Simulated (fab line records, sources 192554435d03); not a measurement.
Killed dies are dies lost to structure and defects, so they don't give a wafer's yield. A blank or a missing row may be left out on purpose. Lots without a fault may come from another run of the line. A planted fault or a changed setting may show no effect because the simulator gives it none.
Which tool did it? | flow n5_finfet | 24 lots, 72 wafers sampled, at 4 steps of a route of 1938

WHAT THE GAUGES READ, wafer by wafer
N5_BEOL_M1_THK_MEAS_01. Usual: M1_ILD_THK 79.0 nm, standard deviation 1.2.
lot  | measured     | on            | M1_ILD_THK (nm) | flag
L074 | day 5 22:36  | film_metro-01 | 78.9 79.4 80.4  |
L075 | day 6 11:58  | film_metro-02 | 77.1 79.7 76.9  |
L076 | day 6 15:49  | film_metro-02 | 76.4 78.5 78.0  |
L077 | day 6 21:19  | film_metro-02 | 77.5 80.1 79.3  |
L078 | day 7 01:04  | film_metro-02 | 80.7 77.4 81.1  |
L079 | day 7 04:56  | film_metro-01 | 79.5 77.6 77.7  |
L080 | day 7 12:20  | film_metro-02 | 78.1 78.7 79.3  |
L081 | day 7 18:02  | film_metro-01 | 77.4 79.7 79.7  |
L082 | day 7 23:13  | film_metro-02 | 77.2 76.8 77.7  |
L083 | day 8 04:46  | film_metro-01 | 78.1 80.4 79.4  |
L084 | day 8 12:26  | film_metro-02 | 79.1 80.0 78.9  |
L085 | day 9 01:46  | film_metro-02 | 77.4 78.8 78.7  |
L086 | day 9 05:15  | film_metro-01 | 80.2 80.2 79.2  |
L087 | day 9 06:38  | film_metro-01 | 78.5 80.8 79.6  |
L088 | day 9 13:30  | film_metro-02 | 78.0 80.5 81.2  |
L089 | day 9 20:31  | film_metro-01 | 79.0 79.4 78.9  |
L090 | day 10 04:58 | film_metro-02 | 77.9 78.9 80.1  |
L091 | day 10 05:23 | film_metro-01 | 77.8 80.7 78.6  |
L092 | day 10 09:41 | film_metro-02 | 78.1 79.9 81.6  |
L093 | day 10 16:56 | film_metro-01 | 79.6 79.8 77.6  |
L094 | day 11 08:41 | film_metro-01 | 78.8 80.5 79.5  |
L095 | day 11 08:46 | film_metro-01 | 78.7 78.5 80.9  |
L097 | day 11 18:34 | film_metro-02 | 79.5 77.9 78.1  |
L096 | day 11 18:41 | film_metro-02 | 78.0 80.6 80.8  |

N5_BEOL_M1_CD_MEAS_35: target cd 18 nm, target cd y 21 nm. Usual: cd_nm 18.0 nm, standard deviation 0.4.
lot  | measured     | on        | cd_nm (nm)     | flag
L074 | day 6 03:47  | cd_sem-03 | 17.9 17.8 18.1 |
L075 | day 6 20:09  | cd_sem-03 | 17.3 18.1 17.7 |
L076 | day 6 20:14  | cd_sem-03 | 18.0 18.1 18.2 |
L077 | day 7 02:31  | cd_sem-02 | 17.7 18.4 18.1 |
L078 | day 7 08:47  | cd_sem-01 | 18.4 18.6 18.4 |
L079 | day 7 12:17  | cd_sem-02 | 18.3 18.5 17.8 |
L080 | day 7 17:39  | cd_sem-02 | 17.4 18.8 17.3 |
L081 | day 8 01:12  | cd_sem-01 | 17.9 17.3 17.1 |
L082 | day 8 03:49  | cd_sem-01 | 17.8 18.3 17.9 |
L083 | day 8 11:01  | cd_sem-02 | 17.8 17.9 17.5 |
L084 | day 8 16:52  | cd_sem-02 | 17.8 17.8 18.0 |
L085 | day 9 04:25  | cd_sem-01 | 17.9 18.1 18.3 |
L086 | day 9 08:40  | cd_sem-01 | 18.3 18.0 17.5 |
L087 | day 9 11:34  | cd_sem-01 | 17.9 17.7 17.5 |
L088 | day 9 20:06  | cd_sem-03 | 18.3 18.7 17.3 |
L089 | day 9 23:43  | cd_sem-01 | 17.6 18.4 17.6 |
L090 | day 10 07:40 | cd_sem-02 | 18.3 17.9 17.9 |
L091 | day 10 11:10 | cd_sem-03 | 17.6 17.5 17.6 |
L092 | day 10 15:02 | cd_sem-03 | 18.8 18.5 18.4 |
L093 | day 10 21:17 | cd_sem-02 | 18.0 18.3 18.2 |
L094 | day 11 11:13 | cd_sem-01 | 18.4 18.3 18.6 |
L095 | day 11 11:34 | cd_sem-01 | 17.8 18.2 17.9 |
L097 | day 11 22:41 | cd_sem-03 | 18.1 17.9 18.3 |
L096 | day 11 22:50 | cd_sem-01 | 17.9 18.7 18.5 |

WHICH TOOL RAN EACH LOT (tool, then ch and the chambers of the sampled wafers, then the start)
lot  | N5_BEOL_M1_ILD_DEP_00           | N5_BEOL_M1_DESCUM_16
L074 | pecvd-01 ch 0,2, day 5 22:32    | rie_diel-06 ch 1,3, day 6 00:34
L075 | pecvd-03 ch 0,1,2, day 6 11:54  | rie_diel-05 ch 0,3, day 6 14:02
L076 | pecvd-02 ch 0,1,2, day 6 15:45  | rie_diel-02 ch 1,2, day 6 17:46
L077 | pecvd-03 ch 0,1,2, day 6 21:15  | rie_diel-06 ch 1,2, day 7 00:02
L078 | pecvd-03 ch 0,2, day 7 01:00    | rie_diel-02 ch 0,1, day 7 02:20
L079 | pecvd-01 ch 1,2, day 7 04:51    | rie_diel-02 ch 0,2,3, day 7 07:30
L080 | pecvd-02 ch 0,1, day 7 12:16    | rie_diel-02 ch 1,2,3, day 7 13:18
L081 | pecvd-02 ch 0,2, day 7 17:56    | rie_diel-05 ch 1,2,3, day 7 20:32
L082 | pecvd-02 ch 0,2, day 7 23:08    | rie_diel-06 ch 0,2, day 8 01:49
L083 | pecvd-01 ch 0,1,2, day 8 04:41  | rie_diel-05 ch 1,2, day 8 09:02
L084 | pecvd-02 ch 0,1, day 8 12:22    | rie_diel-06 ch 2,3, day 8 15:07
L085 | pecvd-01 ch 0,1, day 9 01:41    | rie_diel-05 ch 0,1,2, day 9 02:30
L086 | pecvd-03 ch 0,1,2, day 9 05:11  | rie_diel-05 ch 0,1,2, day 9 06:25
L087 | pecvd-01 ch 0,1, day 9 06:33    | rie_diel-05 ch 2,3, day 9 08:49
L088 | pecvd-03 ch 0,2, day 9 13:26    | rie_diel-02 ch 1,2,3, day 9 15:30
L089 | pecvd-01 ch 0,1, day 9 20:27    | rie_diel-02 ch 2,3, day 9 21:31
L090 | pecvd-02 ch 0,1,2, day 10 04:55 | rie_diel-06 ch 0,2,3, day 10 05:57
L091 | pecvd-01 ch 0,1, day 10 05:17   | rie_diel-05 ch 1,2, day 10 07:22
L092 | pecvd-03 ch 0,2, day 10 09:37   | rie_diel-02 ch 0,3, day 10 11:41
L093 | pecvd-01 ch 0,1,2, day 10 16:52 | rie_diel-06 ch 1,2, day 10 19:20
L094 | pecvd-01 ch 0,2, day 11 08:37   | rie_diel-02 ch 1,2, day 11 09:25
L095 | pecvd-03 ch 0,1, day 11 08:42   | rie_diel-06 ch 0,2, day 11 09:35
L097 | pecvd-01 ch 1,2, day 11 18:30   | rie_diel-02 ch 0,2,3, day 11 20:13
L096 | pecvd-03 ch 0,1,2, day 11 18:37 | rie_diel-02 ch 0,3, day 11 20:26
- N5_BEOL_M1_ILD_DEP_00: deposits SiOC from DEMS/O2, target thk 79 nm, time 15.3 s.
- N5_BEOL_M1_DESCUM_16: chemistry O2, time 7 s.

WHAT THE TOOLS THEMSELVES READ (means of the sampled wafers that have a number; where no wafer has one, the mark that the record gives instead)
N5_BEOL_M1_ILD_DEP_00. Usual: heater_power_w 467 W, standard deviation 73; showerhead_plenum_p_Torr 5.697 Torr, standard deviation 0.017; throttle_valve_pct 12.4 %, standard deviation 0.86.
lot  | tool     | heater_power_w (W) | showerhead_plenum_p_Torr (Torr) | throttle_valve_pct (%) | flag
L074 | pecvd-01 | 392                | 5.680                           | 11.7                   |
L075 | pecvd-03 | 467                | 5.702                           | 11.9                   |
L076 | pecvd-02 | 546                | 5.684                           | 12.2                   |
L077 | pecvd-03 | 407                | 5.698                           | 11.8                   |
L078 | pecvd-03 | 382                | 5.702                           | 11.4                   |
L079 | pecvd-01 | 505                | 5.723                           | 13.5                   |
L080 | pecvd-02 | 523                | 5.697                           | 12.4                   |
L081 | pecvd-02 | 495                | 5.690                           | 12.7                   |
L082 | pecvd-02 | 514                | 5.683                           | 12.1                   |
L083 | pecvd-01 | 444                | 5.700                           | 12.6                   |
L084 | pecvd-02 | 486                | 5.701                           | 12.8                   |
L085 | pecvd-01 | 432                | 5.691                           | 12.4                   |
L086 | pecvd-03 | 456                | 5.701                           | 12.3                   |
L087 | pecvd-01 | 420                | 5.681                           | 12.5                   |
L088 | pecvd-03 | 397                | 5.704                           | 11.6                   |
L089 | pecvd-01 | 419                | 5.691                           | 12.4                   |
L090 | pecvd-02 | 531                | 5.682                           | 12.4                   |
L091 | pecvd-01 | 444                | 5.712                           | 13.2                   |
L092 | pecvd-03 | 450                | 5.706                           | 12.0                   |
L093 | pecvd-01 | 442                | 5.697                           | 12.4                   |
L094 | pecvd-01 | 392                | 5.679                           | 11.9                   |
L095 | pecvd-03 | 470                | 5.699                           | 12.4                   |
L097 | pecvd-01 | 477                | 5.712                           | 13.3                   |
L096 | pecvd-03 | 440                | 5.701                           | 12.0                   |

N5_BEOL_M1_DESCUM_16. Usual: drypump_motor_current_A 5.5 A, standard deviation 0.41; oes_product_au 0.80 a.u., standard deviation 0.072; rf_vpp_V 243.2 V, standard deviation 1.4; showerhead_plenum_p_Torr 2.10 Torr, standard deviation 0.085; throttle_valve_pct 20.33 %, standard deviation 0.19.
lot  | tool        | drypump_motor_current_A (A) | oes_product_au (a.u.) | rf_vpp_V (V) | showerhead_plenum_p_Torr (Torr) | throttle_valve_pct (%) | flag
L074 | rie_diel-06 | 5.5                         | 0.77                  | 241.5        | 1.98                            | 20.20                  |
L075 | rie_diel-05 | 5.5                         | 0.85                  | 243.8        | 2.13                            | 20.34                  |
L076 | rie_diel-02 | 6.0                         | 0.78                  | 242.3        | 2.02                            | 20.15                  |
L077 | rie_diel-06 | 4.9                         | 0.74                  | 243.2        | 2.12                            | 20.47                  |
L078 | rie_diel-02 | 5.3                         | 0.77                  | 242.7        | 2.06                            | 20.30                  |
L079 | rie_diel-02 | 5.5                         | 0.74                  | 243.1        | 2.11                            | 20.42                  |
L080 | rie_diel-02 | 5.8                         | 0.76                  | 243.4        | 2.07                            | 20.25                  |
L081 | rie_diel-05 | 5.4                         | 0.86                  | 244.7        | 2.17                            | 20.42                  |
L082 | rie_diel-06 | 5.5                         | 0.92                  | 243.5        | 2.16                            | 20.17                  |
L083 | rie_diel-05 | 5.6                         | 0.88                  | 244.5        | 2.17                            | 20.49                  |
L084 | rie_diel-06 | 5.7                         | 0.81                  | 241.9        | 2.02                            | 20.21                  |
L085 | rie_diel-05 | 5.6                         | 0.85                  | 244.5        | 2.16                            | 20.41                  |
L086 | rie_diel-05 | 5.7                         | 0.85                  | 243.3        | 2.16                            | 20.40                  |
L087 | rie_diel-05 | 5.2                         | 0.84                  | 244.8        | 2.16                            | 20.39                  |
L088 | rie_diel-02 | 5.8                         | 0.75                  | 242.8        | 2.07                            | 20.28                  |
L089 | rie_diel-02 | 5.7                         | 0.72                  | 242.6        | 2.09                            | 20.46                  |
L090 | rie_diel-06 | 5.6                         | 0.84                  | 242.9        | 2.09                            | 20.21                  |
L091 | rie_diel-05 | 5.6                         | 0.85                  | 244.2        | 2.16                            | 20.51                  |
L092 | rie_diel-02 | 5.2                         | 0.73                  | 243.5        | 2.11                            | 20.45                  |
L093 | rie_diel-06 | 4.9                         | 0.72                  | 242.6        | 2.11                            | 20.52                  |
L094 | rie_diel-02 | 5.9                         | 0.73                  | 242.9        | 2.03                            | 20.36                  |
L095 | rie_diel-06 | 5.5                         | 0.84                  | 243.6        | 2.18                            | 20.35                  |
L097 | rie_diel-02 | 5.5                         | 0.72                  | 243.7        | 2.10                            | 20.47                  |
L096 | rie_diel-02 | 5.2                         | 0.73                  | 244.0        | 2.11                            | 20.48                  |

THE ANSWER, worked out from the rows above alone
Rule: a lot is off if the mean of its wafers that have a number lies more than 3 standard deviations from the usual mean. A lot without any number at a reading at which 4 lots or more have one is off too. The other lots that the step has rows for count as sound. The gauges are gone through in route order, then the tools' own readings, and for those a lot's mean is taken as printed above. The first step at which some lot is off is used, and at that step the reading that is off furthest; a lot without a number counts as furthest.
No lot is off at any reading shown: from this, nothing can be told.

WHAT THE SIMULATOR HAD PUT IN
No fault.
